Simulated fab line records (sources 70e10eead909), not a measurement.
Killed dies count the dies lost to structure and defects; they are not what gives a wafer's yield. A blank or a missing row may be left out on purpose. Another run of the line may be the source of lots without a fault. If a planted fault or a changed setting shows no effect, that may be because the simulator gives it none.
Chamber matching ; flow nand-harc ; 4 sister chambers for NHARC_A_STAIRCASE_DESCUM_252 on rie-diel-04
The step chemistry O2, time 3 s. 4 wafers are shown with their chamber, then 8 later ones without.

## WAFERS PAIRED WITH THEIR CHAMBERS
wafer;chamber;showerhead-plenum-p-Torr (Torr)
L088.2;0;1.83
L090.5;1;1.77
L090.6;2;1.95
L093.2;3;2.02

## WAFERS MISSING THEIR CHAMBER
wafer;showerhead-plenum-p-Torr (Torr)
L093.3;1.83
L093.5;1.83
L094.3;1.95
L094.4;1.82
L094.6;2.01
L096.2;1.95
L096.3;2.01
L096.6;2.01

## EACH ONE'S CHAMBER
wafer;from the rows above;in truth
L093.3;0;0
L093.5;0;0
L094.3;2;2
L094.4;0;0
L094.6;3;3
L096.2;2;2
L096.3;3;3
L096.6;3;3
Correct placement for 8 of the 8. Not placeable from these rows: 0. Placed wrongly: 0.
How it was worked out, from the rows above alone: a wafer's distance from a chamber is the root of the sum, over the readings, of the square of ((its reading less the chamber's mean) divided by the reading's scatter). If the next closest chamber is less than 2 further off than the closest, the wafer can't be placed; otherwise it belongs to the closest. Each chamber's mean is taken over the wafers shown for it. The scatter: root of mean squared gap, hidden wafer to nearest shown wafer, with one shown wafer a chamber.
